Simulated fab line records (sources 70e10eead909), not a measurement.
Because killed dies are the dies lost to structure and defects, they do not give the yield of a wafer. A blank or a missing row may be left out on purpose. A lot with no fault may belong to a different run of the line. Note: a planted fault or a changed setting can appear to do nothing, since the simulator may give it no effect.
What tool caused it? -- flow nand_harc -- Sampling: 24 lots, 72 wafers, 3 of 1302 route steps

## WHAT THE GAUGES READ, wafer by wafer
NHARC_A_CHANNEL_HOLE_D2_INSPECT_12.
lot,measured,on,raw_defect_count
L074,day 12 16:05,defect_inspect-01,5 3 4
L075,day 13 09:50,defect_inspect-01,40 55 61
L077,day 14 06:09,defect_inspect-02,59 58 51
L076,day 14 06:22,defect_inspect-01,8 9 11
L078,day 14 22:55,defect_inspect-02,61 60 60
L080,day 15 03:53,defect_inspect-02,9 9 7
L079,day 15 04:51,defect_inspect-02,53 64 69
L081,day 16 04:35,defect_inspect-01,44 63 52
L082,day 16 08:35,defect_inspect-02,2 10 9
L083,day 16 18:31,defect_inspect-02,6 12 6
L084,day 17 09:22,defect_inspect-01,5 11 11
L085,day 17 09:35,defect_inspect-02,62 59 47
L086,day 17 22:11,defect_inspect-01,65 51 57
L087,day 18 06:40,defect_inspect-02,58 62 51
L088,day 19 09:56,defect_inspect-01,15 14 25
L089,day 19 10:05,defect_inspect-02,62 63 68
L090,day 19 20:47,defect_inspect-01,65 53 52
L091,day 19 21:10,defect_inspect-02,57 45 52
L092,day 20 09:35,defect_inspect-01,12 14 10
L093,day 21 09:28,defect_inspect-01,23 17 21
L094,day 21 10:25,defect_inspect-02,27 23 25
L095,day 21 22:55,defect_inspect-02,33 22 19
L096,day 22 07:05,defect_inspect-01,7 7 8
L097,day 22 07:16,defect_inspect-02,3 5 3

NHARC_A_CHANNEL_FILL_D2_THK_MEAS_06: measures by ellipsometry.
lot,measured,on,thk_nm (nm)
L074,day 14 11:49,film_metro-02,4.6 6.3 5.8
L075,day 15 07:46,film_metro-01,4.8 5.8 3.9
L077,day 16 01:55,film_metro-02,4.4 4.3 4.5
L076,day 16 01:55,film_metro-01,5.6 5.1 4.1
L078,day 16 20:41,film_metro-01,4.9 4.1 4.9
L080,day 17 00:06,film_metro-01,4.5 5.2 5.9
L079,day 17 00:07,film_metro-01,4.3 5.3 5.8
L081,day 18 00:53,film_metro-01,3.7 3.2 3.8
L082,day 18 06:18,film_metro-01,6.5 4.7 5.6
L083,day 18 15:25,film_metro-02,4.5 4.5 3.2
L084,day 19 12:34,film_metro-01,5.5 5.1 5.0
L085,day 19 12:34,film_metro-02,4.2 5.7 4.3
L086,day 19 18:10,film_metro-02,6.0 5.4 6.0
L087,day 20 01:50,film_metro-02,6.5 3.0 6.8
L088,day 21 05:50,film_metro-01,5.9 3.8 5.0
L089,day 21 05:50,film_metro-02,4.3 4.6 5.0
L090,day 21 17:25,film_metro-02,6.5 5.3 4.9
L091,day 21 17:25,film_metro-01,4.2 6.7 5.1
L092,day 22 07:22,film_metro-01,4.5 5.8 3.4
L093,day 23 05:04,film_metro-01,4.7 5.0 6.6
L094,day 23 05:05,film_metro-02,3.5 5.4 5.1
L095,day 23 21:16,film_metro-02,5.9 3.6 7.2
L096,day 24 01:40,film_metro-01,4.0 4.1 5.8
L097,day 24 01:40,film_metro-02,4.6 6.9 5.2

NHARC_A_CHANNEL_FILL_D2_INSPECT_13.
lot,measured,on,raw_defect_count
L074,day 14 21:46,defect_inspect-02,458 307 248
L075,day 15 21:37,defect_inspect-02,237 337 303
L077,day 16 14:03,defect_inspect-02,331 437 513
L076,day 16 13:53,defect_inspect-02,330 404 324
L078,day 17 08:39,defect_inspect-02,391 356 345
L080,day 17 13:13,defect_inspect-02,337 310 236
L079,day 17 13:00,defect_inspect-01,286 360 326
L081,day 18 12:52,defect_inspect-02,230 391 350
L082,day 18 18:18,defect_inspect-02,275 317 432
L083,day 19 03:22,defect_inspect-02,420 405 486
L084,day 20 00:33,defect_inspect-01,162 218 170
L085,day 20 00:30,defect_inspect-02,488 418 516
L086,day 20 06:13,defect_inspect-01,306 279 187
L087,day 20 13:57,defect_inspect-01,282 453 468
L088,day 21 17:48,defect_inspect-01,340 289 431
L089,day 21 17:46,defect_inspect-02,328 522 462
L090,day 22 05:28,defect_inspect-01,405 458 333
L091,day 22 05:25,defect_inspect-01,312 388 419
L092,day 22 19:22,defect_inspect-02,523 372 624
L093,day 23 17:08,defect_inspect-02,305 426 513
L094,day 23 17:08,defect_inspect-02,378 350 268
L095,day 24 09:14,defect_inspect-02,430 392 241
L096,day 24 13:37,defect_inspect-02,345 238 244
L097,day 24 13:37,defect_inspect-01,266 276 243

## EACH LOT AND THE TOOL THAT RAN IT (in order: tool; ch and the chambers of the sampled wafers; start)
Before these readings, the record contains no process step.

## AS READ BY THE TOOLS THEMSELVES (means over the sampled wafers that have a number; for cases with no such wafer, the mark the record gives instead)
The record holds no such reading with a usual standard deviation.

## THE ANSWER, worked out from the rows above alone
Rule: the usual values come from the lots themselves. The widest of any qualifying gaps counts: lots, ordered by their means at a reading, are off when they make up no more than a third of the lots, leave a main group of 4 or more, and stand apart from it by 3 or more times the standard deviation of that group's means. The tables above print the reading to a certain number of digits; a main group whose means all agree to those digits is not used. A lot without any number at a reading at which 4 lots or more have one is off too. The other lots that the step has rows for count as sound. Order of review: gauges by route order, followed by the tools' own readings, for which a lot's mean as printed above is used. At the first step where some lot is off, the reading lying furthest off is the one used; lots without a number count as furthest.
None of the lots is off at any reading shown; this tells nothing.

## WHAT THE SIMULATOR HAD INSERTED
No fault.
